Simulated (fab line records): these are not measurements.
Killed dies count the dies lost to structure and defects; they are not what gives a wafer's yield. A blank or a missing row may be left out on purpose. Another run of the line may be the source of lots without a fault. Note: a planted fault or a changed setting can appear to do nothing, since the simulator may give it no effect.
Struck lot and sound lot, side by side -- flow n5_finfet -- 14 out of 1938 route steps
Sound: the wafers L440.2, L440.4, L440.6. The struck wafers were L435.3, L435.4, L435.5. Last of all comes the cause.
Order at every step that has rows: each side's tool, ch and its chambers, its first start. Under that, the readings that differ: sound wafers -- struck wafers -- difference of the means -- sigmas: that difference in standard deviations of wafers without a fault.
alike: readings with means less than 2 such deviations apart, plus words and numbers identical on both sides. not compared: withheld readings, readings lacking a value on some wafer, bounds such as >300 that could conceal the same value, and numbers that have no deviation in the record and whose values overlap.
Wherever a step has rows on one side only, a row that says differs or no value, or a row with sigmas, the two part there. Non-overlapping numbers with no deviation appear without sigmas and do not part them. A reading that every wafer of one side lacks parts them only if that side has two wafers or more.

first, 6 steps without rows for these wafers: N5_BEOL_M14_EBR_06; N5_BEOL_M14_SOFTBAKE_05 (time 60 s); N5_BEOL_M14_EXPOSE_07 (exposes mask V13); N5_BEOL_M14_PEB_08 (peb time 90 s); N5_BEOL_M14_DEVELOP_09 (develop time 45 s); N5_BEOL_M14_HARDBAKE_14 (time 120 s).
N5_BEOL_M14_CD_MEAS_10: target cd 250 nm.
  sound on cd_sem-03 ch 0, day 17 17:35; struck on cd_sem-02 ch 0, day 15 13:34
  alike: cd_nm
N5_BEOL_M14_OVL_MEAS_11:
  sound on overlay-02 ch 0, day 17 17:37; struck on overlay-02 ch 0, day 15 13:36
  alike: V13_OVL
N5_BEOL_M14_INSPECT_12: inspects for defects (macro).
  sound on defect_inspect-01 at day 17 17:38; struck on defect_inspect-02 at day 15 13:37
  alike: raw_defect_count
N5_BEOL_M14_DESCUM_15: chemistry O2, time 7.9 s.
  sound on rie_diel-01 ch 0,1, day 17 17:41; struck on rie_diel-02 ch 0,1,2, day 15 13:40
  alike: drypump_motor_current_A, oes_product_au, rf_vpp_V, showerhead_plenum_p_Torr, throttle_valve_pct
  not compared: rf_hours_counter_h
N5_BEOL_M14_ETCH_59: etches BARC in N2/H2, target depth 89 nm, overetch 26.7 nm, time 67.9 s.
  sound on rie_diel-01 ch 0,1, day 17 17:43; struck on rie_diel-02 ch 0,1,2, day 15 13:41
  alike: drypump_motor_current_A, oes_product_au, rf_vpp_V, showerhead_plenum_p_Torr, throttle_valve_pct
  not compared: rf_hours_counter_h
N5_BEOL_M14_VIA_ETCH_16: etches SiO2 in C4F8/O2/Ar, target depth 1231.3 nm.
  sound on rie_diel-01 ch 0,1, day 17 17:46; struck on rie_diel-02 ch 0,1,2, day 15 13:44
reading,sound,struck,difference,sigmas
O2_flow_sccm (sccm),11.91 11.98 12.01,12.03 12.02 12.05,+0.07,+2
  alike: drypump_motor_current_A, oes_f_703_au, oes_product_au, rf_vpp_V, showerhead_plenum_p_Torr, throttle_valve_pct
N5_BEOL_M14_STRIP_63: strips in O2.
  sound on rie_diel-01 ch 0,1, day 17 17:00; struck on rie_diel-02 ch 0,1,2, day 15 13:00
  no value came back on the struck wafers for any of 7 readings (bias_power_w (W), chamber_pressure_mTorr (mTorr) and others); on the sound wafers bias_power_w (W) reads 0 0 0
reading,sound,struck,difference,sigmas
model.coat_of_BEOL_M14_COAT_04.thk_nm (nm),0 0 0,465.4 454.8 455.6,+458.6,
  not compared: rf_hours_counter_h
N5_BEOL_M14_STRIP_64: strips in O2.
  sound on rie_diel-01 ch 0,1; struck on rie_diel-02 ch 0,1,2
  alike: chamber_pressure_mTorr, drypump_motor_current_A, oes_product_au, rf_vpp_V, showerhead_plenum_p_Torr, throttle_valve_pct
  not compared: rf_hours_counter_h

== WHERE THEY PART ==
Last at N5_BEOL_M14_STRIP_63 as far as this record goes, first at N5_BEOL_M14_VIA_ETCH_16. Later steps at which nothing parts them and some readings are alike: N5_BEOL_M14_STRIP_64.

WHY: the cause the simulator had injected
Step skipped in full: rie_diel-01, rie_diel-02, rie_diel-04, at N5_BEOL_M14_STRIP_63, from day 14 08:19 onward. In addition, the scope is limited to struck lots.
